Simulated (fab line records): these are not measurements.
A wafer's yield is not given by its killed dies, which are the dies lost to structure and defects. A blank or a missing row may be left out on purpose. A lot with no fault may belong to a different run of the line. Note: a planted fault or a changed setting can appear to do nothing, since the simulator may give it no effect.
Which tool was responsible? / flow n5 finfet / Sampling: 10 lots, 30 wafers, 4 of 1938 route steps

== WHAT EACH GAUGE READ, for each wafer ==
N5_BEOL_M6_OVL_MEAS_29. Usual: V5_OVL typically reads -0.2 nm, with standard deviation 0.7.
lot=L933; measured=day 9 02:13; on=overlay-02; V5_OVL (nm)=-0.8 -0.5 -1.1; flag=
lot=L934; measured=day 9 13:21; on=overlay-02; V5_OVL (nm)=-0.2 -1.2 -0.2; flag=
lot=L936; measured=day 9 20:43; on=overlay-01; V5_OVL (nm)=-0.2 0.1 -0.3; flag=
lot=L939; measured=day 10 16:19; on=overlay-02; V5_OVL (nm)=-0.5 0.3 0.7; flag=
lot=L940; measured=day 11 01:44; on=overlay-01; V5_OVL (nm)=0.5 0.6 -0.3; flag=
lot=L943; measured=day 11 18:35; on=overlay-02; V5_OVL (nm)=1.2 0.8 0.6; flag=
lot=L949; measured=day 13 00:01; on=overlay-02; V5_OVL (nm)=0.2 -0.7 -0.4; flag=
lot=L953; measured=day 13 15:05; on=overlay-02; V5_OVL (nm)=-0.4 -0.2 -0.2; flag=
lot=L951; measured=day 13 18:05; on=overlay-02; V5_OVL (nm)=-1.1 -1.4 -1.1; flag=
lot=L955; measured=day 14 13:10; on=overlay-02; V5_OVL (nm)=-0.5 -0.4 -0.1; flag=

== WHICH TOOL RAN EACH LOT (tool, then ch and the chambers of the sampled wafers, then the start) ==
lot=L933; N5_BEOL_M6_CURE_74=uv cure-02 ch 0, day 8 23:06; N5_BEOL_M6_STRIP_19=rie diel-06 ch 2,3, day 9 01:41; N5_BEOL_M6_COAT_71=litho track-02 ch 0, day 9 01:47
lot=L934; N5_BEOL_M6_CURE_74=uv cure-01 ch 2, day 9 08:09; N5_BEOL_M6_STRIP_19=rie diel-01 ch 0,1, day 9 10:31; N5_BEOL_M6_COAT_71=litho track-04 ch 0, day 9 12:55
lot=L936; N5_BEOL_M6_CURE_74=uv cure-02 ch 0, day 9 16:17; N5_BEOL_M6_STRIP_19=rie diel-01 ch 0,1,3, day 9 20:08; N5_BEOL_M6_COAT_71=litho track-05 ch 0, day 9 20:18
lot=L939; N5_BEOL_M6_CURE_74=uv cure-01 ch 2, day 10 13:46; N5_BEOL_M6_STRIP_19=rie diel-02 ch 0,1,3, day 10 15:31; N5_BEOL_M6_COAT_71=litho track-02 ch 0, day 10 15:53
lot=L940; N5_BEOL_M6_CURE_74=uv cure-03 ch 2, day 10 22:47; N5_BEOL_M6_STRIP_19=rie diel-02 ch 1,3, day 11 01:19; N5_BEOL_M6_COAT_71=litho track-05 ch 0, day 11 01:26
lot=L943; N5_BEOL_M6_CURE_74=uv cure-01 ch 2, day 11 14:31; N5_BEOL_M6_STRIP_19=rie diel-02 ch 0,1, day 11 17:56; N5_BEOL_M6_COAT_71=litho track-05 ch 0, day 11 18:07
lot=L949; N5_BEOL_M6_CURE_74=uv cure-02 ch 2, day 12 19:32; N5_BEOL_M6_STRIP_19=rie diel-02 ch 0,2, day 12 23:28; N5_BEOL_M6_COAT_71=litho track-02 ch 0, day 12 23:35
lot=L953; N5_BEOL_M6_CURE_74=uv cure-02 ch 0, day 13 09:53; N5_BEOL_M6_STRIP_19=rie diel-02 ch 0,1,2, day 13 13:22; N5_BEOL_M6_COAT_71=litho track-04 ch 0, day 13 14:40
lot=L951; N5_BEOL_M6_CURE_74=uv cure-02 ch 0, day 13 14:22; N5_BEOL_M6_STRIP_19=rie diel-06 ch 0,2,3, day 13 16:54; N5_BEOL_M6_COAT_71=litho track-02 ch 0, day 13 17:39
lot=L955; N5_BEOL_M6_CURE_74=uv cure-01 ch 1, day 14 08:08; N5_BEOL_M6_STRIP_19=rie diel-06 ch 2,3, day 14 09:56; N5_BEOL_M6_COAT_71=litho track-04 ch 0, day 14 12:52
- N5_BEOL_M6_CURE_74: cures SiCOH lowk, time 240 s.
- N5_BEOL_M6_STRIP_19: strips in O2.
- N5_BEOL_M6_COAT_71: time 60 s, resist thk 5 nm.

== AS READ BY THE TOOLS THEMSELVES (means over the sampled wafers that have a number; for cases with no such wafer, the mark the record gives instead) ==
N5_BEOL_M6_CURE_74. Usual: lamp power pct 52.31 %, standard deviation 0.052; wafer_temp_C_max 386.5, standard deviation 0.36.
lot=L933; tool=uv cure-02; lamp power pct (%)=52.32; wafer_temp_C_max=386.3; flag=
lot=L934; tool=uv cure-01; lamp power pct (%)=52.31; wafer_temp_C_max=386.2; flag=
lot=L936; tool=uv cure-02; lamp power pct (%)=52.32; wafer_temp_C_max=386.6; flag=
lot=L939; tool=uv cure-01; lamp power pct (%)=52.29; wafer_temp_C_max=386.3; flag=
lot=L940; tool=uv cure-03; lamp power pct (%)=52.31; wafer_temp_C_max=386.9; flag=
lot=L943; tool=uv cure-01; lamp power pct (%)=52.32; wafer_temp_C_max=386.5; flag=
lot=L949; tool=uv cure-02; lamp power pct (%)=52.29; wafer_temp_C_max=386.4; flag=
lot=L953; tool=uv cure-02; lamp power pct (%)=52.28; wafer_temp_C_max=386.7; flag=
lot=L951; tool=uv cure-02; lamp power pct (%)=52.27; wafer_temp_C_max=386.9; flag=
lot=L955; tool=uv cure-01; lamp power pct (%)=52.35; wafer_temp_C_max=386.2; flag=

N5_BEOL_M6_STRIP_19. Usual: chamber pressure mTorr 30.00 mTorr, standard deviation 0.032; drypump motor current A 5.8 A, standard deviation 0.44; oes product au 0.78 a.u., standard deviation 0.079; rf vpp V 3.7 V, standard deviation 0.56; showerhead plenum p Torr 2.12 Torr, standard deviation 0.081; throttle valve pct 16.68 %, standard deviation 0.25.
lot=L933; tool=rie diel-06; chamber pressure mTorr (mTorr)=29.99; drypump motor current A (A)=6.1; oes product au (a.u.)=0.76; rf vpp V (V)=3.8; showerhead plenum p Torr (Torr)=2.12; throttle valve pct (%)=16.94; flag=
lot=L934; tool=rie diel-01; chamber pressure mTorr (mTorr)=30.02; drypump motor current A (A)=5.6; oes product au (a.u.)=0.80; rf vpp V (V)=3.6; showerhead plenum p Torr (Torr)=2.13; throttle valve pct (%)=16.56; flag=
lot=L936; tool=rie diel-01; chamber pressure mTorr (mTorr)=29.99; drypump motor current A (A)=5.8; oes product au (a.u.)=0.78; rf vpp V (V)=3.0; showerhead plenum p Torr (Torr)=2.13; throttle valve pct (%)=16.67; flag=
lot=L939; tool=rie diel-02; chamber pressure mTorr (mTorr)=30.02; drypump motor current A (A)=6.0; oes product au (a.u.)=0.79; rf vpp V (V)=3.5; showerhead plenum p Torr (Torr)=2.13; throttle valve pct (%)=16.55; flag=
lot=L940; tool=rie diel-02; chamber pressure mTorr (mTorr)=30.01; drypump motor current A (A)=6.3; oes product au (a.u.)=0.70; rf vpp V (V)=3.7; showerhead plenum p Torr (Torr)=2.10; throttle valve pct (%)=16.73; flag=
lot=L943; tool=rie diel-02; chamber pressure mTorr (mTorr)=30.00; drypump motor current A (A)=6.2; oes product au (a.u.)=0.77; rf vpp V (V)=4.1; showerhead plenum p Torr (Torr)=2.18; throttle valve pct (%)=16.66; flag=
lot=L949; tool=rie diel-02; chamber pressure mTorr (mTorr)=29.99; drypump motor current A (A)=5.7; oes product au (a.u.)=0.85; rf vpp V (V)=4.0; showerhead plenum p Torr (Torr)=2.21; throttle valve pct (%)=16.42; flag=
lot=L953; tool=rie diel-02; chamber pressure mTorr (mTorr)=30.04; drypump motor current A (A)=6.0; oes product au (a.u.)=0.87; rf vpp V (V)=3.5; showerhead plenum p Torr (Torr)=2.19; throttle valve pct (%)=16.44; flag=
lot=L951; tool=rie diel-06; chamber pressure mTorr (mTorr)=30.01; drypump motor current A (A)=5.8; oes product au (a.u.)=0.76; rf vpp V (V)=4.2; showerhead plenum p Torr (Torr)=2.09; throttle valve pct (%)=16.88; flag=
lot=L955; tool=rie diel-06; chamber pressure mTorr (mTorr)=30.03; drypump motor current A (A)=6.1; oes product au (a.u.)=0.71; rf vpp V (V)=4.1; showerhead plenum p Torr (Torr)=2.11; throttle valve pct (%)=17.04; flag=

N5_BEOL_M6_COAT_71. Usual: spin speed rpm reads 1500.0 rpm (standard deviation 1).
lot=L933; tool=litho track-02; spin speed rpm (rpm)=1499.8; flag=
lot=L934; tool=litho track-04; spin speed rpm (rpm)=1499.9; flag=
lot=L936; tool=litho track-05; spin speed rpm (rpm)=1500.2; flag=
lot=L939; tool=litho track-02; spin speed rpm (rpm)=1500.2; flag=
lot=L940; tool=litho track-05; spin speed rpm (rpm)=1499.5; flag=
lot=L943; tool=litho track-05; spin speed rpm (rpm)=1499.8; flag=
lot=L949; tool=litho track-02; spin speed rpm (rpm)=1756.9; flag=OFF
lot=L953; tool=litho track-04; spin speed rpm (rpm)=1499.4; flag=
lot=L951; tool=litho track-02; spin speed rpm (rpm)=1757.6; flag=OFF
lot=L955; tool=litho track-04; spin speed rpm (rpm)=1500.3; flag=

== THE ANSWER, worked out from the rows above alone ==
Rule: a lot counts as off when the mean over its wafers that have a number is more than 3 standard deviations away from the usual mean. A lot without any number at a reading at which 4 lots or more have one is off too. Where the step has rows for the other lots, those lots are counted as sound. After the gauges, taken in route order, come the tools' own readings; for these a lot's mean is taken, as printed above. At the first step where some lot is off, the reading lying furthest off is the one used; lots without a number count as furthest.
Off: L949, L951 (N5_BEOL_M6_COAT_71, spin speed rpm).
A tool fits if, at that step or a process step before it, it ran every lot that is off, and no sound lot after the first of them. One fits: N5_BEOL_M6_COAT_71 on litho track-02. A fault onset in the window from L939 (day 10 15:53, its last sound lot) to L949 (day 12 23:35, its first lot off) fits.
On the lots that are off, the tool's own readings at N5_BEOL_M6_COAT_71 differ by more than 5 times the standard deviation of the sound lots' means, which bears it out; spin speed rpm reads 1757.2 rpm there versus 1499.9 rpm on the sound lots.

== WHAT THE SIMULATOR HAD INSERTED ==
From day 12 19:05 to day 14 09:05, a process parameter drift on litho track-02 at N5_BEOL_M6_COAT_71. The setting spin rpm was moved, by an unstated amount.
Lots struck among those shown: L949, L951. The rule above found the same.
